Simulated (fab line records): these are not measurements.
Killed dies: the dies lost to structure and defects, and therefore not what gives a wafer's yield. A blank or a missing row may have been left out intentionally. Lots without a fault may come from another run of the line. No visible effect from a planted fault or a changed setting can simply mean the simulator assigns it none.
Chamber matching -- flow nand_harc -- NHARC_A_BONDPAD_DESCUM_11 on rie_diel-03: 4 sister chambers
The step chemistry O2, time 3 s. 4 wafers are shown with their chamber, then 12 later ones without.

WAFERS PAIRED WITH THEIR CHAMBERS
wafer,chamber,drypump_motor_current_A (A)
L086.1,3,5.6
L089.6,1,5.8
L090.4,0,4.9
L090.6,2,5.6

WAFERS MISSING THEIR CHAMBER
wafer,drypump_motor_current_A (A)
L093.1,5.6
L093.3,4.9
L093.5,5.6
L097.1,5.7
L097.2,5.6
L097.5,5.5
L095.1,5.6
L095.4,5.6
L095.6,5.6
L094.2,5.6
L094.4,5.6
L094.6,5.6

EACH ONE'S CHAMBER
wafer,from the rows above,in truth
L093.1,can't be placed: 2 or 3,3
L093.3,0,0
L093.5,can't be placed: 2 or 3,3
L097.1,can't be placed: 1 or 2 or 3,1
L097.2,can't be placed: 2 or 3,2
L097.5,can't be placed: 2 or 3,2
L095.1,can't be placed: 2 or 3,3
L095.4,can't be placed: 2 or 3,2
L095.6,can't be placed: 2 or 3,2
L094.2,can't be placed: 2 or 3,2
L094.4,can't be placed: 2 or 3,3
L094.6,can't be placed: 2 or 3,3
1 of 12 placed correctly. From these rows, 11 cannot be placed; in 11 the true chamber is one of the candidates. Placed wrongly: 0.
How it was worked out, from the rows above alone: a wafer's distance from a chamber is the root of the sum, over the readings, of the square of ((its reading less the chamber's mean) divided by the reading's scatter). The wafer belongs to the nearest chamber; if the next one is less than 2 further off, it can't be placed. A chamber's mean is the mean of its shown wafers. The scatter: with one shown wafer a chamber, the root of the mean of the squares of how far each hidden wafer lies from its nearest shown one.
